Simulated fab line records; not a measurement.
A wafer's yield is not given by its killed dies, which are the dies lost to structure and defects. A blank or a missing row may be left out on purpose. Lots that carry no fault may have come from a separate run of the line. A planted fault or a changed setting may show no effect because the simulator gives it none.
fab line records | flow n5_finfet
record: lots: 8 wafers: 24 last_day: 18
route steps=1938 shown GATE_CUT@489 BEOL_M4@1111 PASSIVATION@1936
lots with no fault: from the same line, run without faults
start_h: hours from the record's first day to the start of the lot's first wafer shown | wait_h: hours elapsed since this lot's preceding step | " the same as in the row above | L1.1+2: one row covering several wafers at once | - no value, or no start given | * or withheld: withheld | < > ~ a bound
route shown NAME@n: names a module that has steps shown in the file, with the first one's number in the route | usual: mean/standard deviation taken from wafers without a fault | same: alike in all rows | chamber/n: place in a boat | sites: the reading at each site | _std_site: their standard deviation | _edge_site: inner sites' mean taken away from outer sites' mean | radius_mm: how far each site lies from the wafer's centre | mask NAME#n: copy n | behind: the tool/chamber that last shaped the wafer | hold: reason for holding the lot/hours on hold/outcome of the hold | device: the n, p or np transistor that did not switch | end of line: the same wafers' tests at the end of the route | where a step has no rows: the recipe by itself | killed: count of dies lost to structure and defects at first sort (not the wafer's yield) | map: a wafer's dies, x killed, . not, _ none there
set.NAME: the setting the step ran with; set.NAME@STEP: the setting that earlier step ran with | model.NAME: the simulator's own value behind a step, which no gauge read
steps of the route over a sample of lots; a table a step, a row a wafer
services: when a tool's chamber went out of use (start_h, in hours from the record's first day, below 0 if earlier), for how many hours, and the reason
== steps ==
step: N5_GATE_CUT_INSPECT_15
recipe: mode: adi inspect_instrument: brightfield
usual: raw_defect_count: 138/42
columns lot.wafer tool chamber start_h wait_h raw_defect_count
L220.1 defect_inspect-01 - 87.54 0.1 105
L220.5 " - " " 107
L220.6 " - " " 113
L222.1 defect_inspect-02 - 99.34 0.1 170
L222.5 " - " " 194
L222.6 " - " " 176
L229.1 defect_inspect-02 - 144.66 0.1 132
L229.4 " - " " 249
L229.5 " - " " 235
L230.1 defect_inspect-01 - 152.84 0.1 84
L230.4 " - " " 78
L230.6 " - " " 91
L235.1 defect_inspect-02 - 183.51 0.1 116
L235.2 " - " " 90
L235.3 " - " " 99
L237.1 defect_inspect-01 - 192.25 0.1 96
L237.2 " - " " 202
L237.3 " - " " 124
L236.1 defect_inspect-01 - 194.24 0.1 221
L236.4 " - " " 119
L236.6 " - " " 175
L238.3 defect_inspect-02 - 199.80 0.0 165
L238.4 " - " " 122
L238.6 " - " " 108
step: N5_GATE_CUT_ETCH_28
recipe: chemistry: N2/H2 target: underlayer target_depth_a: 130 mask_material: CAR-EUV time_s: 10.4 ion_energy_ev: 200 pressure_mtorr: 30 source_w: 840 bias_w: 150 n2_flow_sccm: 200 h2_flow_sccm: 200 ends: cleared
usual: bias_w: 150.0/0.41 chamber_pressure_mTorr: 29.999/0.029 drypump_motor_current_A: 5.7/0.34 etch_rf_on_time_s: 10.38/0.15 oes_product_au: 0.67/0.066 rf_vpp_V: 524/3.1 showerhead_plenum_p_Torr: 2.53/0.11 throttle_valve_pct: 17.89/0.23
columns lot.wafer tool chamber start_h wait_h bias_w chamber_pressure_mTorr drypump_motor_current_A etch_rf_on_time_s oes_product_au rf_hours_counter_h rf_vpp_V showerhead_plenum_p_Torr throttle_valve_pct
L220.1 rie_diel-05 3 87.61 0.0 149.4 30.044 5.6 10.40 0.58 244 522 2.51 18.14
L220.5 " 2 " " 149.4 29.969 6.0 10.36 0.63 - 525 2.64 17.53
L220.6 " 3 " " 150.5 29.990 5.6 10.44 0.59 - 523 2.51 18.15
L222.1 rie_diel-02 2 99.40 0.0 150.2 30.006 5.5 10.26 0.70 85 522 2.47 17.62
L222.5 " 2 " " 149.9 30.032 5.5 10.22 0.69 - 524 2.46 17.59
L222.6 " 3 " " 151.0 29.990 5.5 10.57 0.66 - 524 2.55 17.92
L229.1 rie_diel-02 2 144.73 0.0 150.0 29.985 5.5 10.18 0.68 99 519 2.46 17.64
L229.4 " 3 " " 150.4 30.005 5.5 10.47 0.66 147 525 2.54 17.94
L229.5 " 3 " " 149.8 29.988 5.5 10.48 0.65 - 523 2.54 17.95
L230.1 rie_diel-05 2 153.29 0.0 149.7 29.948 6.1 10.43 0.62 197 526 2.63 17.56
L230.4 " 1 " " 149.5 29.992 5.2 10.25 0.77 17 521 2.49 17.74
L230.6 " 1 " " 149.6 29.985 5.2 10.15 0.78 - 523 2.49 17.71
L235.1 rie_diel-06 2 183.58 0.0 149.7 29.952 5.9 10.49 0.62 166 522 2.43 18.22
L235.2 " 1 " " 149.9 30.028 6.0 10.16 0.66 138 519 2.35 18.23
L235.3 " 3 " " 150.3 29.955 5.3 10.17 0.86 1 529 2.71 17.33
L237.1 rie_diel-06 3 192.40 0.0 149.6 30.021 5.3 10.28 0.83 4 529 2.70 17.35
L237.2 " 2 " " 150.0 29.994 5.9 10.58 0.61 169 521 2.43 18.24
L237.3 " 1 " " 150.4 29.973 5.9 10.34 0.64 140 517 2.35 18.23
L236.1 rie_diel-02 3 194.31 0.0 149.8 29.932 5.6 10.59 0.64 163 525 2.54 17.98
L236.4 " 2 " " 150.2 30.025 5.5 10.44 0.67 113 521 2.45 17.67
L236.6 " 2 " " 150.3 30.021 5.5 10.41 0.67 - 519 2.45 17.68
L238.3 rie_diel-05 2 199.96 0.0 150.8 30.011 6.1 10.47 0.60 210 527 2.62 17.59
L238.4 " 1 " " 150.5 30.048 5.2 10.34 0.75 30 523 2.48 17.75
L238.6 " 3 " " 150.0 30.021 5.6 10.27 0.80 - 521 2.50 17.78
step: N5_GATE_CUT_CUT_ETCH_54
recipe: chemistry: Cl2/BCl3 target: TiN mask_material: SiO2 target_depth_a: 967 pressure_mtorr: 10 icp_w: 1000 bias_w: 126 Cl2_flow_sccm: 53.25 bcl3_flow_sccm: 21.75 Ar_flow_sccm: 25 ends: cleared
usual: bcl3_flow_sccm: 21.76/0.062 bias_w: 126.0/0.38 drypump_motor_current_A: 5.8/0.34 etch_rf_on_time_s: 36.9/0.36 oes_product_au: 0.72/0.11 throttle_valve_pct: 22.27/0.15
columns lot.wafer tool chamber start_h wait_h bcl3_flow_sccm bias_w drypump_motor_current_A etch_rf_on_time_s oes_product_au rf_hours_counter_h throttle_valve_pct
L220.1 rie_metal-03 0 88.09 0.1 21.84 126.3 5.5 37.0 0.71 49 22.41
L220.5 " 0 " " 21.77 126.0 5.5 37.1 0.70 - 22.40
L220.6 " 0 " " 21.67 126.0 5.5 36.7 0.70 - 22.41
L222.1 rie_metal-03 0 99.82 0.0 21.72 126.0 5.5 37.5 0.69 50 22.42
L222.5 " 1 " " 21.92 126.3 5.6 37.6 0.85 - 22.14
L222.6 " 0 " " 21.74 126.3 5.4 37.4 0.69 - 22.43
L229.1 rie_metal-01 0 145.16 0.1 21.73 125.8 6.1 37.1 0.87 1 22.09
L229.4 " 1 " " 21.67 126.1 6.2 37.6 0.57 - 22.19
L229.5 " 1 " " 21.64 127.0 6.2 37.5 0.58 - 22.18
L230.1 rie_metal-01 1 153.70 0.0 21.74 126.1 6.2 37.1 0.57 102 22.20
L230.4 " 1 " " 21.71 125.5 6.2 37.2 0.58 - 22.20
L230.6 " 0 " " 21.79 126.5 6.1 36.6 0.86 - 22.09
L235.1 rie_metal-03 1 184.00 0.0 21.82 125.3 5.6 37.3 0.80 7 22.16
L235.2 " 0 " " 21.73 125.8 5.5 37.2 0.69 56 22.42
L235.3 " 1 " " 21.80 126.2 5.6 37.1 0.80 - 22.16
L237.1 rie_metal-01 0 192.82 0.0 - - - - - - -
L237.2 " 1 " " - - - - - - -
L237.3 " 1 " " - - - - - - -
L236.1 rie_metal-01 1 194.73 0.0 - - - - - - -
L236.4 " 0 " " - - - - - - -
L236.6 " 1 " " - - - - - - -
L238.3 rie_metal-01 1 200.40 0.0 - - - - - - -
L238.4 " 0 " " - - - - - - -
L238.6 " 0 " " - - - - - - -
step: N5_GATE_CUT_CUT_ETCH_55
recipe: chemistry: BCl3 target: HfO2 mask_material: SiO2 target_depth_a: 32 ion_energy_ev: 30 pressure_mtorr: 5 icp_w: 450 bias_w: 18 bcl3_flow_sccm: 80
usual: bcl3_flow_sccm: 80.01/0.21 bias_w: 18.00/0.05 drypump_motor_current_A: 5.8/0.34 oes_product_au: 0.80/0.12 throttle_valve_pct: 33.02/0.26
columns lot.wafer tool chamber start_h wait_h bcl3_flow_sccm bias_w drypump_motor_current_A oes_product_au rf_hours_counter_h throttle_valve_pct
L220.1 rie_metal-03 0 88.21 0.1 79.78 17.97 5.5 0.78 49 33.31
L220.5 " 0 " " 80.10 17.98 5.5 0.77 - 33.32
L220.6 " 0 " " 80.18 18.03 5.5 0.78 - 33.31
L222.1 rie_metal-03 0 99.88 0.0 79.84 17.97 5.5 0.77 50 33.31
L222.5 " 1 " " 79.50 17.89 5.6 0.95 - 32.64
L222.6 " 0 " " 80.37 17.98 5.5 0.77 - 33.29
L229.1 rie_metal-01 0 145.24 0.1 80.17 18.05 6.1 0.96 1 33.00
L229.4 " 1 " " 79.72 17.92 6.2 0.64 - 32.80
L229.5 " 1 " " 79.84 17.95 6.3 0.64 - 32.80
L230.1 rie_metal-01 1 153.76 0.0 80.01 17.99 6.2 0.64 102 32.80
L230.4 " 1 " " 79.86 17.89 6.2 0.64 - 32.81
L230.6 " 0 " " 79.86 18.04 6.1 0.94 - 33.02
L235.1 rie_metal-03 1 184.06 0.0 79.87 18.05 5.6 0.89 7 32.67
L235.2 " 0 " " 80.07 18.05 5.5 0.75 56 33.32
L235.3 " 1 " " 79.84 18.03 5.6 0.88 - 32.65
L237.1 rie_metal-01 0 192.88 0.0 79.90 17.95 6.1 0.35 4 33.00
L237.2 " 1 " " 80.23 18.03 6.2 0.24 105 32.81
L237.3 " 1 " " 80.16 17.95 6.2 0.24 - 32.79
L236.1 rie_metal-01 1 194.79 0.0 79.97 18.01 6.2 0.24 105 32.81
L236.4 " 0 " " 80.31 18.01 6.1 0.34 - 33.02
L236.6 " 1 " " 80.08 17.96 6.2 0.24 - 32.80
L238.3 rie_metal-01 1 200.45 0.0 79.72 18.00 6.2 0.24 - 32.81
L238.4 " 0 " " 79.72 17.96 6.1 0.34 - 33.01
L238.6 " 0 " " 79.76 17.97 6.1 0.34 - 33.02
step: N5_GATE_CUT_CMP_61
recipe: stop_on: SiNx t_overpolish_s: 3 post_cmp_clean: alkaline_brush down_force_psi: 4 platen_rpm: 27.09 pad_velocity_m_s: 0.539
usual: head_pressure_psi: 3.999/0.0088 motor_current_A: 11.7/1
same: t_overpolish_s: 3
columns lot.wafer tool chamber start_h wait_h head_pressure_psi motor_current_A
L220.1 cmp-02 2 91.02 0.3 3.994 10.4
L220.5 " 1 " " 3.985 12.0
L220.6 " 2 " " 4.007 10.4
L222.1 cmp-04 0 102.56 0.3 3.992 10.8
L222.5 " 2 " " 3.992 13.6
L222.6 " 3 " " 3.996 11.2
L229.1 cmp-02 3 147.95 0.4 3.999 11.2
L229.4 " 0 " " 3.998 10.8
L229.5 " 3 " " 3.997 11.1
L230.4 cmp-04 2 156.53 0.3 3.995 13.1
L230.1 " 3 " " 4.010 11.7
L230.6 " 1 " " 4.007 12.0
L235.1 cmp-01 1 186.67 0.4 3.997 12.0
L235.3 " 3 " " 4.006 12.9
L235.2 " 0 " " 4.006 11.6
L237.1 cmp-02 0 195.53 0.3 3.999 10.6
L237.3 " 1 " " 3.991 13.0
L237.2 " 2 " " 4.004 10.6
L236.4 cmp-02 0 197.41 0.4 3.991 10.6
L236.1 " 1 " " 3.996 12.2
L236.6 " 0 " " 3.997 11.0
L238.4 cmp-04 0 203.09 0.3 4.000 10.9
L238.3 " 1 " " 4.008 12.2
L238.6 " 0 " " 3.993 11.1
step: N5_BEOL_M4_RC_MEAS_101
usual: DIBL_N: 36.3/1.6 DIBL_P: 36.5/1.6 IOFF_N: 0.163/0.026 IOFF_P: 0.22/0.033 ION_N: 676/9.9 ION_P: 464/6.5 SS_N: 71.5/0.5 SS_P: 73.3/0.64 VT_N: 249.3/2.9 VT_P: -250/3.2
columns lot.wafer tool chamber start_h wait_h DIBL_N[mV/V] DIBL_P[mV/V] IOFF_N[nA/um] IOFF_P[nA/um] ION_N[uA/um] ION_P[uA/um] SS_N[mV/dec] SS_P[mV/dec] VT_N[mV] VT_P[mV]
L220.1 prober-01 0 193.13 0.0 37.5 36.8 0.167 0.23 666 457 71.6 74.2 248.8 -249
L220.5 " 0 " " 38.1 38.0 0.175 0.25 671 462 71.3 73.7 248.0 -244
L220.6 " 0 " " 38.2 38.0 0.187 0.26 680 468 72.5 74.3 248.9 -246
L222.1 prober-01 0 200.16 0.0 34.8 36.6 0.169 0.20 691 466 71.5 73.7 249.6 -250
L222.5 " 0 " " 33.5 34.8 0.140 0.17 672 467 71.0 72.9 250.4 -251
L222.6 " 0 " " 34.9 36.3 0.165 0.20 692 471 70.9 74.6 247.7 -251
L229.1 prober-02 0 254.38 0.0 35.7 36.2 0.166 0.22 674 464 71.5 73.8 249.9 -248
L229.4 " 0 " " 36.0 36.5 0.165 0.22 677 463 70.5 73.2 250.0 -248
L229.5 " 0 " " 35.3 35.6 0.152 0.21 667 458 71.2 73.4 250.9 -249
L230.1 prober-01 0 257.76 0.0 35.7 35.7 0.159 0.22 679 465 71.2 73.0 248.4 -249
L230.4 " 0 " " 33.8 33.9 0.133 0.20 664 467 70.5 72.6 249.7 -249
L230.6 " 0 " " 35.4 36.0 0.158 0.23 672 460 71.8 73.0 250.1 -248
L235.1 prober-01 0 277.88 0.0 36.2 36.7 0.152 0.19 667 455 71.4 73.9 250.6 -255
L235.2 " 0 " " 35.1 35.2 0.132 0.17 659 454 71.5 73.3 254.4 -253
L235.3 " 0 " " 35.8 36.3 0.154 0.18 683 461 71.4 73.4 250.6 -256
step: N5_PASSIVATION_PROBE_49
usual: defect_limited_yield: 91.2/1.5 killed_at_M0_to_M3: 32/9.6 killed_at_M4_up: 13/5.3 killed_at_contacts: 13/6.7 killed_at_front_end: 42/11 killed_at_other: 3.8/2.9 killed_dies: 103/17 killed_on_rim: 14/4.4 killed_open: 67/13 killed_short: 35/7.9 sort_bin_5_function: 5.2/0.94 sort_bin_6_memory: 3.3/0.64 sort_n_pass: 1077/17 sort_yield_pct: 91.2/1.5
same: gross_dies: 1180 killed_at_back_side: 0 sort_bin_4_leakage[%]: 0 sort_bin_8_speed[%]: 0
columns lot.wafer tool chamber start_h wait_h defect_limited_yield[%] killed_at_M0_to_M3 killed_at_M4_up killed_at_contacts killed_at_front_end killed_at_other killed_dies killed_on_rim killed_open killed_short sort_bin_5_function[%] sort_bin_6_memory[%] sort_n_pass sort_yield_pct[%]
L235.2 prober-01 - 402.26 0.1 95.4 15 12 7 17 3 54 10 37 16 3.1 1.4 1126 95.4
L236.1 prober-02 - 412.27 0.0 0 25 7 28 1114 6 1180 152 58 35 96.8 3.1 0 0
L236.4 prober-02 - 412.42 0.2 0 24 9 15 1131 1 1180 152 59 21 97.3 2.4 0 0
L236.6 prober-02 - 412.52 0.3 0 33 13 6 1127 1 1180 152 55 36 96.9 2.8 0 0
L237.1 prober-02 - 414.66 0.0 0 44 13 19 1101 3 1180 152 80 50 94.7 4.7 0 0
L237.2 prober-02 - 414.71 0.1 0 47 13 20 1094 6 1180 152 77 51 95.6 4.0 0 0
L237.3 prober-02 - 414.76 0.1 0 36 13 19 1102 10 1180 152 94 42 96.0 3.5 0 0
L238.3 prober-02 - 424.62 0.1 0 19 19 10 1130 2 1180 152 47 38 96.9 2.5 0 0
L238.4 prober-02 - 424.67 0.2 0 21 16 7 1129 7 1180 152 61 33 96.6 3.0 0 0
L238.6 prober-02 - 424.77 0.3 0 44 17 7 1111 1 1180 152 64 34 96.4 3.4 0 0
killed by level:class
L235.2 MOL_CONTACT_COAG:geometric_particle:open=6 STI_FIN_REVEAL:geometric_particle:open=4 BEOL_M2:geometric_particle:open=4 STARTING-WAFER:geometric_particle:short=4 BEOL_M4:geometric_particle:open=3 BEOL_M8:geometric_particle:open=3 FIN_SAQP:geometric_particle:open=2 FIN_SAQP:geometric_particle:short=2
L236.1 GATE_CUT:area_etch=1087 MOL_CONTACT_COAG:geometric_particle:open=21 BEOL_M0_SAQP:geometric_particle:short=13 BEOL_M0_SAQP:geometric_particle:open=9 MOL_CONTACT_COAG:geometric_particle:short=7 STI_FIN_REVEAL:geometric_particle:open=6 STARTING-WAFER:geometric_particle:open=5 DUMMY_GATE:geometric_particle:open=3
L236.4 GATE_CUT:area_etch=1099 MOL_CONTACT_COAG:geometric_particle:open=12 STI_FIN_REVEAL:geometric_particle:open=7 DUMMY_GATE:geometric_particle:open=7 BEOL_M1:geometric_particle:open=7 BEOL_M0_SAQP:geometric_particle:open=5 BEOL_M0_SAQP:geometric_particle:short=5 STARTING-WAFER:geometric_particle:open=4
L236.6 GATE_CUT:area_etch=1087 BEOL_M0_SAQP:geometric_particle:short=12 FIN_SAQP:geometric_particle:short=9 DUMMY_GATE:geometric_particle:open=8 BEOL_M0_SAQP:geometric_particle:open=8 BEOL_M4:geometric_particle:open=6 FIN_SAQP:geometric_particle:open=5 BEOL_M1:geometric_particle:open=5
L237.1 GATE_CUT:area_etch=1050 FIN_SAQP:geometric_particle:open=16 MOL_CONTACT_COAG:geometric_particle:open=16 FIN_SAQP:geometric_particle:short=15 BEOL_M0_SAQP:geometric_particle:open=11 BEOL_M0_SAQP:geometric_particle:short=10 BEOL_M1:geometric_particle:open=10 STI_FIN_REVEAL:geometric_particle:open=7
L237.2 GATE_CUT:area_etch=1052 BEOL_M0_SAQP:geometric_particle:short=21 MOL_CONTACT_COAG:geometric_particle:open=14 BEOL_M0_SAQP:geometric_particle:open=13 FIN_SAQP:geometric_particle:open=9 STI_FIN_REVEAL:geometric_particle:open=6 GATE_CUT:geometric_particle:short=6 MOL_CONTACT_COAG:geometric_particle:short=6
L237.3 GATE_CUT:area_etch=1043 STI_FIN_REVEAL:geometric_particle:open=23 MOL_CONTACT_COAG:geometric_particle:open=17 FIN_SAQP:geometric_particle:short=14 BEOL_M1:geometric_particle:open=12 BEOL_M0_SAQP:geometric_particle:open=7 BEOL_M0_SAQP:geometric_particle:short=5 BEOL_M2:geometric_particle:open=5
L238.3 GATE_CUT:area_etch=1095 FIN_SAQP:geometric_particle:short=19 MOL_CONTACT_COAG:geometric_particle:open=9 FIN_SAQP:geometric_particle:open=7 BEOL_M4:geometric_particle:open=6 BEOL_M0_SAQP:geometric_particle:open=5 BEOL_M1:geometric_particle:open=5 GATE_CUT:geometric_particle:short=4
L238.4 GATE_CUT:area_etch=1086 FIN_SAQP:geometric_particle:open=15 BEOL_M5:geometric_particle:open=7 FIN_SAQP:geometric_particle:short=6 BEOL_M3:geometric_particle:open=6 STI_FIN_REVEAL:geometric_particle:open=5 GATE_CUT:geometric_particle:short=5 MOL_CONTACT_COAG:geometric_particle:open=5
L238.6 GATE_CUT:area_etch=1080 BEOL_M2:geometric_particle:open=11 BEOL_M3:geometric_particle:open=11 BEOL_M5:geometric_particle:open=7 GATE_CUT:geometric_particle:short=6 BEOL_M0_SAQP:geometric_particle:short=6 FIN_SAQP:geometric_particle:open=5 FIN_SAQP:geometric_particle:short=5
== services ==
columns tool chamber start_h hours kind
rie_metal-03 1 69.07 - clean
rie_metal-03 1 69.07 20.5 scheduled_down
rie_metal-03 1 69.07 20.5 vent_cycle
rie_diel-05 1 74.20 - clean
rie_diel-05 1 74.20 - consumable_replace:focus_ring
rie_diel-05 1 74.20 19.4 scheduled_down
rie_diel-05 1 74.20 19.4 vent_cycle
cmp-01 - 80.62 2.4 repair
rie_metal-01 0 103.51 - clean
rie_metal-01 0 103.51 27.0 scheduled_down
rie_metal-01 0 103.51 27.0 vent_cycle
rie_diel-05 3 106.00 - clean
rie_diel-05 3 106.00 - consumable_replace:focus_ring
rie_diel-06 3 106.80 1.2 repair
rie_diel-06 - 110.12 0.7 repair
cmp-04 - 134.97 0.8 repair
cmp-01 - 139.81 3.7 pm
cmp-04 - 145.28 1.4 repair
rie_diel-06 0 151.75 8.8 repair
cmp-02 - 160.82 0.3 repair
cmp-01 - 182.05 0.7 repair
rie_diel-06 1 185.66 1.9 repair
rie_diel-02 2 186.31 1.2 repair
cmp-04 - 191.68 0.3 repair
== key ==
first_sign: step: N5_GATE_CUT_CUT_ETCH_54 reading: tool_record direction: missing
effect: step: N5_GATE_CUT_CUT_ETCH_55 reading: oes_product_au direction: down sigmas: 4.2 usual: 0.80 struck: 0.28
effect: step: N5_PASSIVATION_PROBE_49 reading: sort_bin_5_function direction: up sigmas: 97 usual: 5.2 struck: 96.4
more_kills_born_at: N5_GATE_CUT_CUT_ETCH_54@rie_metal-01: 9679
met_at N5_GATE_CUT_CUT_ETCH_54
struck_lots L236,L237,L238
later_rows_left_out L236.1,L236.4,L236.6,L237.1,L237.2,L237.3,L238.3,L238.4,L238.6
not_acting_at N5_GATE_CUT_INSPECT_15,N5_GATE_CUT_ETCH_28,N5_GATE_CUT_CMP_61
onset_between 153.70 192.82
fault: kind: skipped_step_whole tool: rie_metal-01 chamber: - onset_h: 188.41 steps: N5_GATE_CUT_CUT_ETCH_54 scope: struck_lots_only
later_rows_left_out: the simulator's readings of these wafers behind a module that went badly wrong aren't trusted and aren't shown, but for the sort
